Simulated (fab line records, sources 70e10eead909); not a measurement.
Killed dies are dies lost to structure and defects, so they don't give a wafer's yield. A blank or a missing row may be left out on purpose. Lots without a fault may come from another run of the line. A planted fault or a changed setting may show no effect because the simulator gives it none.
fab line records | flow nand_harc
record lots=24 wafers=72 last_day=33
route steps=1302 shown A_ONON_D2@563 A_CHANNEL_HOLE_D2@586 A_CHANNEL_FILL_D2@616
lots that met no fault: from a run of the same line without faults
start_h: hours from the record's first day to the start of the lot's first wafer shown | wait_h: hours since the lot's step before | " the same as in the row above | L1.1+2: a row that stands for several wafers | - no value, or no start given | * or withheld: withheld | < > ~ a bound
route shown NAME@n: a module of which the file shows steps, and the number in the route of the first | usual: mean/standard deviation of fault-free wafers | same: alike in all rows | chamber/n: place in a boat | sites: the reading at each site | _std_site: their standard deviation | _edge_site: outer sites' mean less inner sites' | radius_mm: how far each site lies from the wafer's centre | mask NAME#n: copy n | behind: the tool/chamber that last shaped the wafer | hold: why the lot was held/for how many hours/how that ended | device: the transistor (n, p or np) that didn't switch | end of line: the same wafers' tests at the end of the route | a step without rows: its recipe alone | killed: dies lost to structure and defects at the first sort, not the wafer's yield | map: a wafer's dies, x killed, . not, _ none there
set.NAME: the setting as run; set.NAME@STEP: as run at that earlier step | model.NAME: the simulator's own value behind a step, which no gauge read
steps of the route over a sample of lots; a table a step, a row a wafer
services: from which hour (start_h, from the record's first day; less than 0 if before it) a tool's chamber was out of use, for how many hours, and why
## steps
# step NHARC_A_ONON_D2_THK_MEAS_27
# recipe thk_meas_gauge=ellipsometry
# usual thk_nm=999/10
# columns lot.wafer tool chamber start_h wait_h thk_nm
L074.1 film_metro-01 - 287.31 - 1000
L074.3 " - " " 1002
L074.6 " - " " 1000
L075.3 film_metro-01 - 308.92 - 998
L075.5 " - " " 999
L075.6 " - " " 999
L076.2 film_metro-02 - 308.95 - 1013
L076.3 " - " " 1013
L076.4 " - " " 1015
L077.3 film_metro-01 - 320.55 - 1005
L077.4 " - " " 1007
L077.5 " - " " 1009
L078.2 film_metro-01 - 326.91 - 980
L078.3 " - " " 982
L078.6 " - " " 981
L079.1 film_metro-01 - 344.89 - 996
L079.2 " - " " 996
L079.6 " - " " 994
L081.1 film_metro-01 - 352.23 - 981
L081.4 " - " " 984
L081.6 " - " " 981
L080.1 film_metro-02 - 352.25 - 989
L080.4 " - " " 990
L080.5 " - " " 990
L082.2 film_metro-01 - 361.77 - 1014
L082.5 " - " " 1014
L082.6 " - " " 1011
L083.2 film_metro-02 - 388.70 - 1001
L083.4 " - " " 999
L083.6 " - " " 1001
L085.1 film_metro-01 - 392.46 - 992
L085.4 " - " " 994
L085.5 " - " " 993
L084.3 film_metro-02 - 392.47 - 1007
L084.4 " - " " 1006
L084.5 " - " " 1007
L086.2 film_metro-01 - 407.40 - 1012
L086.3 " - " " 1010
L086.4 " - " " 1010
L087.2 film_metro-02 - 419.31 - 987
L087.3 " - " " 988
L087.4 " - " " 985
L089.4 film_metro-01 - 440.30 - 995
L089.5 " - " " 993
L089.6 " - " " 996
L088.3 film_metro-02 - 440.30 - 1016
L088.4 " - " " 1016
L088.6 " - " " 1014
L090.1 film_metro-02 - 445.64 - 1002
L090.4 " - " " 1004
L090.6 " - " " 1003
L091.2 film_metro-01 - 445.65 - 986
L091.3 " - " " 986
L091.5 " - " " 988
L092.3 film_metro-02 - 470.35 - 994
L092.4 " - " " 997
L092.5 " - " " 996
L093.1 film_metro-01 - 470.38 - 1012
L093.2 " - " " 1012
L093.3 " - " " 1011
L094.2 film_metro-01 - 498.49 - 1003
L094.3 " - " " 1003
L094.5 " - " " 1003
L095.3 film_metro-02 - 502.96 - 992
L095.5 " - " " 994
L095.6 " - " " 995
L097.3 film_metro-02 - 517.14 - 1004
L097.5 " - " " 1004
L097.6 " - " " 1004
L096.2 film_metro-02 - 517.28 - 989
L096.3 " - " " 989
L096.6 " - " " 989
# step NHARC_A_CHANNEL_HOLE_D2_ETCH_38
# recipe target_depth_a=390 over_etch_frac=0.3 time_s=65 ion_energy_ev=80 cf4_flow_sccm=150 ar_flow_sccm=0 rf_w=300 bias_w=100 chemistry=CF4
# usual drypump_motor_current_A=5.6/0.41 oes_product_au=0.999/0.0076 rf_vpp_V=151.5/1.5 showerhead_plenum_p_Torr=1.78/0.091 throttle_valve_pct=13.284/0.0089
# same time_s=65
# columns lot.wafer tool chamber start_h wait_h drypump_motor_current_A oes_product_au rf_hours_counter_h rf_vpp_V showerhead_plenum_p_Torr throttle_valve_pct
L074.3 rie_diel-06 1 294.26 0.1 5.8 1.010 9.7 153.3 1.89 13.275
L074.1 " 3 " " 6.0 0.989 7.7 152.1 1.81 13.278
L074.6 " 1 " " 5.8 1.013 - 153.2 1.89 13.285
L075.3 rie_diel-02 0 318.14 0.1 5.8 0.994 3.7 153.0 1.78 13.277
L075.6 " 3 " " 4.9 0.992 - 153.1 1.84 13.281
L075.5 " 0 " " 5.8 0.999 - 151.1 1.78 13.287
L076.3 rie_diel-06 3 318.29 0.1 6.0 0.989 0.0 152.6 1.81 13.286
L076.4 " 0 " " 5.5 0.997 0.0 149.7 1.67 13.280
L076.2 " 2 " " 5.1 1.000 0.0 150.0 1.67 13.278
L077.3 rie_diel-06 0 328.90 0.1 5.5 0.998 2.2 150.2 1.67 13.274
L077.4 " 1 " " 5.8 1.004 2.3 152.0 1.89 13.277
L077.5 " 3 " " 6.0 0.988 - 151.3 1.81 13.267
L078.3 rie_diel-06 3 331.26 0.1 6.0 1.000 2.4 151.1 1.81 13.292
L078.2 " 0 " " 5.6 0.996 2.6 149.6 1.67 13.272
L078.6 " 0 " " 5.6 1.010 - 150.2 1.66 13.282
L079.2 rie_diel-02 3 349.01 0.1 4.9 0.990 6.6 153.2 1.84 13.274
L079.1 " 0 " " 5.8 1.006 5.5 150.7 1.78 13.312
L079.6 " 0 " " 5.8 0.997 - 150.8 1.78 13.268
L081.1 rie_diel-03 2 356.37 0.1 5.6 1.005 3.6 149.8 1.67 13.299
L081.4 " 3 " " 5.3 0.992 3.6 149.2 1.72 13.291
L081.6 " 2 " " 5.6 1.015 - 150.2 1.67 13.274
L080.4 rie_diel-06 2 356.53 0.1 5.1 1.010 3.7 150.2 1.67 13.286
L080.1 " 3 " " 6.0 0.990 3.9 151.6 1.81 13.273
L080.5 " 1 " " 5.7 1.000 - 152.0 1.89 13.285
L082.2 rie_diel-02 3 366.95 0.1 4.9 1.003 7.8 151.4 1.84 13.280
L082.5 " 1 " " 5.4 1.000 - 152.7 1.89 13.292
L082.6 " 2 " " 5.9 0.999 - 152.3 1.90 13.281
L083.4 rie_diel-06 3 395.18 0.1 6.0 0.989 6.8 151.9 1.81 13.267
L083.2 " 1 " " 5.8 0.997 6.6 153.0 1.88 13.266
L083.6 " 3 " " 6.0 0.992 - 153.4 1.81 13.299
L085.4 rie_diel-06 0 397.04 0.1 5.6 1.010 8.0 150.0 1.66 13.283
L085.1 " 1 " " 5.8 0.995 7.2 151.1 1.88 13.285
L085.5 " 3 " " 6.0 1.005 - 151.9 1.81 13.290
L084.4 rie_diel-03 3 397.69 0.1 5.3 0.998 4.7 149.9 1.72 13.291
L084.3 " 1 " " 6.4 1.003 4.8 151.6 1.71 13.296
L084.5 " 3 " " 5.3 0.995 - 151.0 1.72 13.292
L086.4 rie_diel-02 1 412.85 0.1 5.4 1.000 0.5 152.1 1.89 13.273
L086.3 " 2 " " 5.8 1.002 0.4 152.9 1.90 13.278
L086.2 " 3 " " 5.0 1.000 0.7 153.4 1.84 13.290
L087.4 rie_diel-02 0 423.84 0.1 5.8 0.985 1.5 152.5 1.78 13.296
L087.2 " 1 " " 5.3 0.997 1.2 153.7 1.89 13.281
L087.3 " 3 " " 4.9 0.986 1.2 151.9 1.84 13.262
L089.4 rie_diel-03 0 446.14 0.1 6.3 0.988 4.8 151.2 1.67 13.294
L089.5 " 0 " " 6.4 1.004 - 149.4 1.67 13.274
L089.6 " 1 " " 6.4 1.004 - 150.8 1.71 13.284
L088.3 rie_diel-02 2 446.68 0.1 5.8 0.997 1.8 154.1 1.90 13.272
L088.4 " 1 " " 5.4 1.000 2.4 153.8 1.89 13.282
L088.6 " 2 " " 5.8 0.996 - 153.5 1.90 13.281
L090.1 rie_diel-02 3 452.30 0.1 5.0 1.000 2.7 151.1 1.84 13.293
L090.4 " 1 " " 5.3 0.995 3.1 153.5 1.89 13.296
L090.6 " 3 " " 5.0 1.001 - 152.9 1.84 13.284
L091.3 rie_diel-03 3 452.56 0.1 5.3 1.002 7.8 151.5 1.72 13.273
L091.2 " 0 " " 6.3 1.007 5.9 150.5 1.67 13.291
L091.5 " 3 " " 5.3 0.993 - 150.4 1.72 13.300
L092.4 rie_diel-02 1 475.04 0.1 5.4 1.006 3.7 152.6 1.89 13.289
L092.3 " 2 " " 5.7 0.999 3.2 151.6 1.89 13.276
L092.5 " 0 " " 5.8 0.995 - 149.5 1.77 13.282
L093.1 rie_diel-06 0 475.46 0.1 5.5 0.996 13.4 150.3 1.66 13.296
L093.3 " 1 " " 5.8 0.998 12.2 152.9 1.88 13.302
L093.2 " 3 " " 6.0 1.006 12.8 152.6 1.81 13.296
L094.2 rie_diel-02 2 507.25 0.1 5.8 0.999 5.0 152.7 1.89 13.282
L094.3 " 0 " " 5.8 0.996 6.7 149.2 1.77 13.284
L094.5 " 3 " " 4.9 1.001 - 151.5 1.84 13.292
L095.3 rie_diel-03 1 509.14 0.1 6.5 0.993 1.0 151.7 1.70 13.282
L095.6 " 1 " " 6.5 1.000 - 149.8 1.70 13.284
L095.5 " 0 " " 6.4 0.994 - 149.9 1.67 13.287
L097.3 rie_diel-02 1 523.91 0.1 5.4 0.995 5.8 151.8 1.89 13.266
L097.5 " 2 " " 5.8 0.984 - 153.3 1.89 13.286
L097.6 " 3 " " 4.9 0.982 - 153.2 1.84 13.272
L096.2 rie_diel-06 2 524.50 0.1 5.1 1.002 1.9 149.3 1.66 13.301
L096.3 " 3 " " 6.0 0.986 1.8 152.3 1.80 13.288
L096.6 " 2 " " 5.1 0.991 - 151.5 1.66 13.277
# step NHARC_A_CHANNEL_HOLE_D2_ETCH_19
# recipe bias_v=1200 source_w=2500 pressure_mtorr=15 time_s=34.5 ar_flow_sccm=375 c4f8_flow_sccm=28.8 o2_flow_sccm=96.2 temp_c=-20 target_depth_a=* chemistry=C4F8/O2/Ar
# usual c4f8_flow_sccm=28.79/0.089 drypump_motor_current_A=5.9/0.47 showerhead_plenum_p_Torr=3.78/0.14 throttle_valve_pct=37.038/0.0087
# same time_s=34.5
# columns lot.wafer tool chamber start_h wait_h c4f8_flow_sccm drypump_motor_current_A rf_hours_counter_h showerhead_plenum_p_Torr throttle_valve_pct
L074.1 har_etch-02 1 295.34 0.1 28.85 6.1 358 3.62 37.051
L074.3 " 0 " " 28.78 5.1 - 3.63 37.033
L074.6 " 0 " " 28.73 5.1 - 3.63 37.043
L076.2 har_etch-01 0 319.40 0.1 28.67 6.3 153 3.74 37.039
L076.4 " 1 " " 28.84 6.1 - 3.74 37.039
L076.3 " 0 " " 28.71 6.4 - 3.74 37.031
L075.3 har_etch-02 1 319.48 0.1 28.69 6.1 - 3.61 37.026
L075.5 " 1 " " 28.77 6.1 - 3.61 37.037
L075.6 " 1 " " 28.75 6.1 - 3.61 37.028
L077.3 har_etch-02 0 331.62 1.7 28.71 5.1 - 3.62 37.029
L077.4 " 1 " " 28.76 6.1 - 3.61 37.022
L077.5 " 1 " " 28.92 6.1 - 3.61 37.058
L078.2 har_etch-01 0 339.53 7.3 28.91 6.3 172 3.73 37.035
L078.3 " 1 " " 28.87 6.1 - 3.73 37.038
L078.6 " 0 " " 28.84 6.3 - 3.73 37.043
L079.1 har_etch-02 1 350.74 0.5 28.80 6.1 400 3.60 37.037
L079.2 " 0 " " 28.91 5.1 384 3.61 37.036
L079.6 " 0 " " 28.55 5.1 - 3.61 37.036
L081.1 har_etch-01 0 357.47 0.1 28.94 6.4 184 3.72 37.037
L081.4 " 1 " " 28.91 6.1 - 3.72 37.037
L081.6 " 1 " " 28.74 6.1 - 3.72 37.057
L080.1 har_etch-02 1 357.64 0.1 28.85 6.1 404 3.60 37.043
L080.4 " 1 " " 28.79 6.1 - 3.60 37.037
L080.5 " 1 " " 28.89 6.1 - 3.60 37.050
L082.2 har_etch-01 0 371.02 3.1 28.81 6.4 195 3.71 37.059
L082.6 " 1 " " 28.78 6.1 - 3.71 37.022
L082.5 " 0 " " 28.81 6.4 - 3.72 37.050
L083.2 har_etch-01 1 396.28 0.1 28.89 6.1 206 3.71 37.039
L083.4 " 1 " " 28.70 6.1 - 3.71 37.037
L083.6 " 0 " " 28.72 6.4 - 3.71 37.044
L085.1 har_etch-02 0 398.16 0.1 28.61 5.1 4 3.98 37.028
L085.4 " 1 " " 28.84 6.1 - 3.98 37.036
L085.5 " 0 " " 28.81 5.1 - 3.98 37.038
L084.4 har_etch-01 0 400.45 1.7 28.81 6.4 - 3.71 37.038
L084.3 " 1 " " 28.88 6.1 - 3.71 37.052
L084.5 " 0 " " 28.75 6.4 - 3.71 37.039
L086.2 har_etch-02 1 413.96 0.1 28.70 6.1 16 3.98 37.031
L086.3 " 0 " " 28.82 5.1 - 3.98 37.047
L086.4 " 1 " " 28.74 6.1 - 3.98 37.022
L087.2 har_etch-02 0 427.34 2.5 28.71 5.1 23 3.97 37.038
L087.4 " 0 " " 28.70 5.1 - 3.97 37.038
L087.3 " 1 " " 28.78 6.1 - 3.97 37.038
L089.4 har_etch-01 0 447.29 0.1 28.86 6.3 - 3.69 37.037
L089.5 " 1 " " 28.77 6.1 - 3.69 37.035
L089.6 " 0 " " 28.75 6.4 - 3.69 37.058
L088.4 har_etch-02 1 449.26 1.6 28.66 6.1 - 3.97 37.041
L088.3 " 0 " " 28.74 5.1 - 3.97 37.056
L088.6 " 1 " " 28.76 6.1 - 3.97 37.028
L090.1 har_etch-01 1 459.38 6.1 28.80 6.1 244 3.69 37.042
L090.4 " 1 " " 28.78 6.1 - 3.69 37.041
L090.6 " 1 " " 28.78 6.1 - 3.69 37.029
L091.2 har_etch-02 0 459.41 5.8 28.88 5.1 39 3.96 37.019
L091.3 " 1 " " 28.80 6.1 - 3.96 37.049
L091.5 " 0 " " 28.86 5.1 - 3.96 37.033
L092.4 har_etch-01 1 476.17 0.1 28.79 6.1 - 3.68 37.035
L092.3 " 0 " " 28.75 6.3 - 3.68 37.045
L092.5 " 1 " " 28.82 6.1 - 3.68 37.026
L093.1 har_etch-02 0 479.39 2.9 28.72 5.1 54 3.95 37.048
L093.2 " 1 " " 28.88 6.1 54 3.95 37.040
L093.3 " 1 " " 28.98 6.1 - 3.95 37.029
L094.2 har_etch-02 0 508.54 0.1 28.76 5.1 65 3.95 37.056
L094.3 " 0 " " 28.87 5.1 - 3.95 37.044
L094.5 " 0 " " 28.75 5.1 - 3.95 37.030
L095.3 har_etch-02 1 512.73 2.4 28.86 6.1 - 3.94 37.046
L095.6 " 0 " " 28.84 5.1 - 3.94 37.053
L095.5 " 1 " " 28.84 6.1 - 3.94 37.037
L097.3 har_etch-02 0 526.93 2.0 28.87 5.1 - 3.94 37.031
L097.6 " 0 " " 28.70 5.1 - 3.94 37.029
L097.5 " 1 " " 28.67 6.1 - 3.94 37.033
L096.2 har_etch-01 1 527.03 1.5 28.88 6.1 282 3.67 37.033
L096.3 " 1 " " 28.90 6.1 - 3.67 37.031
L096.6 " 0 " " 28.59 6.3 - 3.67 37.033
# step NHARC_A_CHANNEL_HOLE_D2_STRIP_28
# recipe o2_flow_sccm=500 ar_flow_sccm=0 bias_w=0 chemistry=O2
# usual drypump_motor_current_A=5.7/0.41 oes_product_au=0.999/0.0074 rf_vpp_V=57.7/0.84 showerhead_plenum_p_Torr=3.50/0.17 throttle_valve_pct=17.037/0.0086
# columns lot.wafer tool chamber start_h wait_h drypump_motor_current_A oes_product_au rf_hours_counter_h rf_vpp_V showerhead_plenum_p_Torr throttle_valve_pct
L074.1 rie_diel-03 2 - - 5.6 1.015 1 57.1 3.34 17.019
L074.3 " 3 " " 5.3 0.995 1 58.4 3.44 17.025
L074.6 " 2 " " 5.6 1.019 - 56.4 3.34 17.046
L076.2 rie_diel-03 2 - - 5.6 1.001 2 57.4 3.34 17.052
L076.4 " 3 " " 5.3 0.996 2 57.3 3.44 17.047
L076.3 " 0 " " 6.3 1.004 1 57.8 3.33 17.041
L075.3 rie_diel-03 1 - - 6.4 1.001 2 57.5 3.40 17.047
L075.5 " 2 " " 5.6 1.003 - 57.1 3.34 17.038
L075.6 " 3 " " 5.3 1.005 - 58.6 3.44 17.050
L077.4 rie_diel-06 3 - - 6.0 0.981 3 56.9 3.61 17.030
L077.3 " 0 " " 5.6 0.982 3 57.8 3.32 17.035
L077.5 " 0 " " 5.6 0.990 - 57.8 3.32 17.045
L078.2 rie_diel-06 0 - - 5.6 0.996 4 57.6 3.32 17.025
L078.3 " 1 " " 5.7 0.994 4 57.4 3.76 17.039
L078.6 " 3 " " 6.0 0.999 - 57.7 3.61 17.030
L079.1 rie_diel-06 1 - - 5.8 0.988 4 58.7 3.76 17.041
L079.2 " 0 " " 5.6 0.999 4 57.1 3.32 17.026
L079.6 " 1 " " 5.8 0.993 - 57.5 3.76 17.032
L081.4 rie_diel-06 3 - - 6.0 0.992 5 58.3 3.61 17.040
L081.1 " 0 " " 5.5 0.993 5 57.6 3.32 17.048
L081.6 " 2 " " 5.2 1.004 - 58.3 3.32 17.033
L080.1 rie_diel-03 2 - - 5.6 1.003 4 57.7 3.33 17.033
L080.4 " 1 " " 6.5 0.998 4 57.3 3.40 17.024
L080.5 " 3 " " 5.3 0.992 - 57.5 3.43 17.043
L082.2 rie_diel-06 2 - - 5.1 1.005 5 57.1 3.32 17.041
L082.5 " 2 " " 5.1 1.012 - 57.1 3.32 17.041
L082.6 " 3 " " 6.0 0.994 - 58.6 3.61 17.019
L083.2 rie_diel-06 3 - - 6.0 0.996 8 57.7 3.60 17.034
L083.4 " 1 " " 5.8 0.995 8 56.5 3.76 17.025
L083.6 " 2 " " 5.1 1.000 - 56.5 3.32 17.054
L085.4 rie_diel-03 1 - - 6.5 1.011 5 56.8 3.40 17.018
L085.1 " 3 " " 5.3 1.008 5 58.1 3.43 17.038
L085.5 " 1 " " 6.5 1.001 - 57.6 3.40 17.035
L084.4 rie_diel-02 0 - - 5.8 0.994 0 58.1 3.54 17.046
L084.3 " 3 " " 5.0 0.996 0 59.0 3.67 17.036
L084.5 " 0 " " 5.8 1.000 - 57.6 3.54 17.024
L086.4 rie_diel-06 2 - - 5.1 1.014 7 56.2 3.32 17.046
L086.2 " 0 " " 5.6 1.013 9 57.4 3.32 17.034
L086.3 " 1 " " 5.8 1.007 8 58.1 3.76 17.037
L087.3 rie_diel-06 0 - - 5.6 0.992 11 58.2 3.32 17.029
L087.4 " 1 " " 5.8 0.989 9 59.0 3.76 17.028
L087.2 " 2 " " 5.1 1.008 8 57.4 3.32 17.026
L089.4 rie_diel-03 0 - - 6.3 0.982 6 56.8 3.33 17.033
L089.6 " 2 " " 5.6 1.003 - 57.9 3.33 17.036
L089.5 " 3 " " 5.3 0.996 - 58.2 3.43 17.039
L088.3 rie_diel-02 0 - - 5.8 0.993 4 59.1 3.54 17.044
L088.4 " 2 " " 5.8 1.005 3 58.2 3.78 17.041
L088.6 " 0 " " 5.8 0.997 - 59.0 3.54 17.033
L090.1 rie_diel-06 1 - - 5.8 0.996 11 59.3 3.76 17.046
L090.4 " 2 " " 5.1 1.010 10 56.4 3.32 17.041
L090.6 " 0 " " 5.5 0.994 - 57.2 3.32 17.042
L091.2 rie_diel-06 3 - - 6.0 1.005 11 57.6 3.60 17.023
L091.3 " 0 " " 5.5 1.005 12 56.5 3.32 17.034
L091.5 " 0 " " 5.5 1.004 - 57.8 3.32 17.051
L092.3 rie_diel-03 3 - - 5.3 1.000 0 57.2 3.43 17.038
L092.4 " 0 " " 6.3 0.998 0 56.8 3.33 17.035
L092.5 " 0 " " 6.3 1.005 - 57.1 3.33 17.026
L093.2 rie_diel-02 3 - - 4.9 0.999 4 57.8 3.67 17.035
L093.1 " 1 " " 5.4 1.000 5 58.4 3.76 17.036
L093.3 " 2 " " 5.8 1.007 4 58.8 3.78 17.036
L094.2 rie_diel-02 2 - - 5.8 1.004 6 57.9 3.78 17.041
L094.3 " 3 " " 5.0 0.998 7 57.8 3.67 17.042
L094.5 " 2 " " 5.8 1.002 - 58.4 3.78 17.024
L095.3 rie_diel-02 0 - - 5.8 0.990 8 58.5 3.54 17.041
L095.5 " 1 " " 5.4 0.997 - 60.2 3.76 17.045
L095.6 " 2 " " 5.8 0.993 - 57.0 3.78 17.025
L097.3 rie_diel-03 3 - - 5.3 0.996 1 56.9 3.43 17.030
L097.5 " 1 " " 6.5 0.992 - 59.0 3.40 17.043
L097.6 " 2 " " 5.6 1.004 - 56.8 3.33 17.028
L096.3 rie_diel-02 1 - - 5.4 1.003 7 58.8 3.76 17.039
L096.2 " 2 " " 5.8 0.995 7 57.6 3.78 17.026
L096.6 " 2 " " 5.8 1.009 - 57.5 3.78 17.024
# step NHARC_A_CHANNEL_HOLE_D2_XSEM_32
# recipe landing_energy_ev=35000
# usual bot_cd_nm=74.3/1.1 bow_nm=8.5/0.33 tilt_deg=0.08/0.045
# columns lot.wafer tool chamber start_h wait_h bot_cd_nm bow_nm tilt_deg
L074.1 xsem-01 0 301.10 0.1 73.7 8.4 0.13
L074.3 " 0 " " 73.3 8.5 0.13
L074.6 " 0 " " 73.0 8.4 0.13
L076.2 xsem-02 0 324.99 0.1 74.7 8.6 0.14
L076.3 " 0 " " 74.7 8.5 0.13
L076.4 " 0 " " 73.5 8.6 0.13
L075.3 xsem-01 0 329.21 0.1 71.4 8.4 0.01
L075.5 " 0 " " 72.9 8.5 0.01
L075.6 " 0 " " 73.0 8.4 0.01
L077.3 xsem-01 0 337.23 0.1 74.2 8.2 0.12
L077.4 " 0 " " 73.2 8.3 0.11
L077.5 " 0 " " 74.2 8.3 0.11
L078.2 xsem-02 0 345.13 0.1 75.5 8.1 0.06
L078.3 " 0 " " 75.6 8.2 0.06
L078.6 " 0 " " 75.1 8.2 0.06
L079.1 xsem-01 0 356.36 0.1 75.1 8.2 0.09
L079.2 " 0 " " 75.6 8.2 0.09
L079.6 " 0 " " 75.2 8.3 0.10
L081.1 xsem-02 0 363.03 0.1 74.2 8.4 0.04
L081.4 " 0 " " 74.0 8.5 0.03
L081.6 " 0 " " 74.2 8.4 0.04
L080.1 xsem-01 0 363.21 0.1 74.3 8.4 0.00
L080.4 " 0 " " 73.8 8.5 0.00
L080.5 " 0 " " 74.2 8.5 0.00
L082.2 xsem-02 0 376.60 0.1 72.7 9.2 0.12
L082.5 " 0 " " 73.7 9.0 0.11
L082.6 " 0 " " 73.2 9.1 0.11
L083.2 xsem-02 0 401.86 0.1 72.7 8.0 0.09
L083.4 " 0 " " 73.2 7.9 0.09
L083.6 " 0 " " 74.0 7.9 0.09
L085.1 xsem-01 0 403.76 0.1 74.0 8.2 0.11
L085.4 " 0 " " 76.1 8.2 0.11
L085.5 " 0 " " 74.1 8.2 0.11
L084.3 xsem-02 0 406.04 0.1 73.8 7.9 0.15
L084.4 " 0 " " 74.3 7.8 0.15
L084.5 " 0 " " 72.6 7.9 0.14
L086.2 xsem-02 0 419.55 0.1 76.1 8.5 0.10
L086.3 " 0 " " 75.7 8.6 0.10
L086.4 " 0 " " 74.9 8.5 0.10
L087.2 xsem-01 0 432.95 0.1 76.7 8.8 0.09
L087.3 " 0 " " 76.8 8.8 0.09
L087.4 " 0 " " 74.9 8.8 0.09
L089.4 xsem-01 0 452.84 0.1 75.8 8.4 0.12
L089.5 " 0 " " 73.9 8.4 0.12
L089.6 " 0 " " 74.6 8.5 0.12
L088.3 xsem-02 0 454.90 0.1 72.8 8.7 0.06
L088.4 " 0 " " 71.9 8.7 0.06
L088.6 " 0 " " 72.0 8.7 0.06
L090.1 xsem-02 0 464.98 0.1 73.3 8.7 0.02
L090.4 " 0 " " 73.1 8.6 0.02
L090.6 " 0 " " 71.3 8.7 0.02
L091.2 xsem-01 0 465.31 0.1 74.5 9.1 0.04
L091.3 " 0 " " 74.8 9.1 0.04
L091.5 " 0 " " 74.1 9.2 0.04
L092.3 xsem-02 0 481.74 0.1 75.4 9.0 0.05
L092.4 " 0 " " 74.1 8.9 0.05
L092.5 " 0 " " 74.6 8.9 0.05
L093.1 xsem-01 0 485.02 0.1 75.5 8.6 0.11
L093.2 " 0 " " 74.6 8.7 0.12
L093.3 " 0 " " 75.3 8.7 0.11
L094.2 xsem-01 0 514.27 0.1 75.7 8.9 0.03
L094.3 " 0 " " 73.6 8.9 0.03
L094.5 " 0 " " 74.3 9.0 0.03
L095.3 xsem-01 0 518.31 0.1 73.3 9.0 0.06
L095.5 " 0 " " 72.0 9.0 0.06
L095.6 " 0 " " 73.2 9.1 0.06
L097.3 xsem-02 0 532.49 0.1 74.6 8.7 0.16
L097.5 " 0 " " 74.4 8.7 0.16
L097.6 " 0 " " 75.2 8.7 0.16
L096.2 xsem-01 0 532.63 0.1 76.0 8.6 0.15
L096.3 " 0 " " 75.6 8.5 0.15
L096.6 " 0 " " 75.8 8.6 0.15
# step NHARC_A_CHANNEL_FILL_D2_ALD_16
# recipe target_thk_a=15 pulse_time_s=10 ald_cycles=15 temp_c=300 material=SiO2
# usual heater_power_w=471/51 precursor_pulse_height_rel=1.001/0.02
# columns lot.wafer tool chamber start_h wait_h heater_power_w precursor_pulse_height_rel
L074.1 ald_hk-04 0 313.66 0.1 527 0.999
L074.3 " 2 " " 451 0.992
L074.6 " 3 " " 459 1.028
L076.3 ald_hk-01 3 338.84 0.0 547 0.968
L076.4 " 0 " " 414 1.007
L076.2 " 2 " " 471 0.984
L075.3 ald_hk-01 3 341.73 0.0 571 0.997
L075.5 " 3 " " 561 1.000
L075.6 " 0 " " 417 1.022
L077.4 ald_hk-01 0 351.93 1.8 410 1.020
L077.3 " 1 " " 470 1.006
L077.5 " 3 " " 564 0.995
L078.2 ald_hk-04 3 357.54 0.0 446 0.989
L078.3 " 1 " " 398 0.975
L078.6 " 0 " " 535 1.030
L079.1 ald_hk-02 0 370.94 0.1 483 1.008
L079.2 " 1 " " 454 1.007
L079.6 " 0 " " 486 0.954
L081.1 ald_hk-02 2 377.56 0.1 500 0.976
L081.4 " 3 " " 516 0.993
L081.6 " 0 " " 483 0.998
L080.4 ald_hk-01 3 377.57 0.1 565 0.974
L080.1 " 0 " " 410 1.037
L080.5 " 1 " " 464 0.998
L082.2 ald_hk-01 2 389.19 0.1 459 1.017
L082.6 " 3 " " 567 0.998
L082.5 " 0 " " 409 1.002
L085.4 ald_hk-04 2 414.38 0.0 459 1.011
L085.1 " 1 " " 406 1.024
L085.5 " 3 " " 450 1.007
L083.4 ald_hk-04 2 414.57 0.2 453 1.019
L083.2 " 3 " " 457 1.003
L083.6 " 2 " " 452 0.983
L084.3 ald_hk-02 0 419.15 0.3 494 1.009
L084.4 " 2 " " 508 0.996
L084.5 " 1 " " 460 1.009
L086.4 ald_hk-04 1 431.96 0.0 401 1.049
L086.3 " 2 " " 448 1.044
L086.2 " 3 " " 447 0.961
L087.3 ald_hk-01 0 446.25 0.0 424 0.980
L087.2 " 1 " " 470 0.996
L087.4 " 3 " " 567 1.017
L089.4 ald_hk-02 0 465.35 0.1 474 0.983
L089.5 " 3 " " 518 0.983
L089.6 " 0 " " 484 0.968
L088.3 ald_hk-04 2 465.35 0.1 478 1.021
L088.4 " 3 " " 406 0.955
L088.6 " 2 " " 489 1.006
L090.4 ald_hk-02 2 478.43 0.0 494 1.022
L090.1 " 3 " " 533 0.975
L090.6 " 3 " " 534 1.008
L091.2 ald_hk-04 2 478.43 0.0 481 0.998
L091.3 " 1 " " 381 1.008
L091.5 " 3 " " 412 1.028
L092.3 ald_hk-01 0 494.76 0.0 424 1.011
L092.4 " 3 " " 563 0.951
L092.5 " 0 " " 417 1.032
L093.3 ald_hk-01 1 498.74 0.0 444 0.983
L093.1 " 3 " " 550 0.984
L093.2 " 0 " " 415 1.019
L094.2 ald_hk-01 3 527.76 0.1 543 1.004
L094.3 " 2 " " 467 1.014
L094.5 " 0 " " 419 1.025
L095.3 ald_hk-01 1 531.21 0.1 460 1.002
L095.5 " 3 " " 568 0.989
L095.6 " 0 " " 424 0.960
L096.3 ald_hk-04 3 545.01 0.1 409 1.015
L096.2 " 0 " " 544 0.987
L096.6 " 1 " " 365 1.026
L097.3 ald_hk-01 0 545.03 0.1 418 1.008
L097.5 " 1 " " 457 0.981
L097.6 " 2 " " 444 1.025
## services
# columns tool chamber start_h hours kind
rie_diel-03 - 281.30 9.0 pm
rie_diel-06 0 286.26 - clean
ald_hk-01 - 296.00 10.0 pm
rie_diel-06 - 307.26 9.0 pm
rie_diel-02 1 344.01 10.1 repair
ald_hk-02 - 348.00 10.0 pm
rie_diel-02 - 362.47 0.9 repair
xsem-01 - 364.77 1.8 repair
xsem-01 - 374.00 14.0 pm
har_etch-02 - 377.00 17.0 pm
rie_diel-02 - 393.70 9.0 pm
rie_diel-03 2 428.23 13.2 repair
ald_hk-04 - 433.06 10.0 pm
rie_diel-06 - 451.63 1.1 repair
rie_diel-03 - 458.35 9.0 pm
rie_diel-02 1 460.39 11.7 repair
rie_diel-02 0 462.17 8.4 repair
rie_diel-02 - 463.64 0.5 repair
rie_diel-06 - 484.26 9.0 pm
ald_hk-01 - 497.64 0.3 repair
ald_hk-02 - 498.27 0.3 repair
rie_diel-02 1 498.64 16.3 repair
rie_diel-03 3 505.65 8.8 repair
rie_diel-02 - 537.75 0.9 repair
## key
fault none
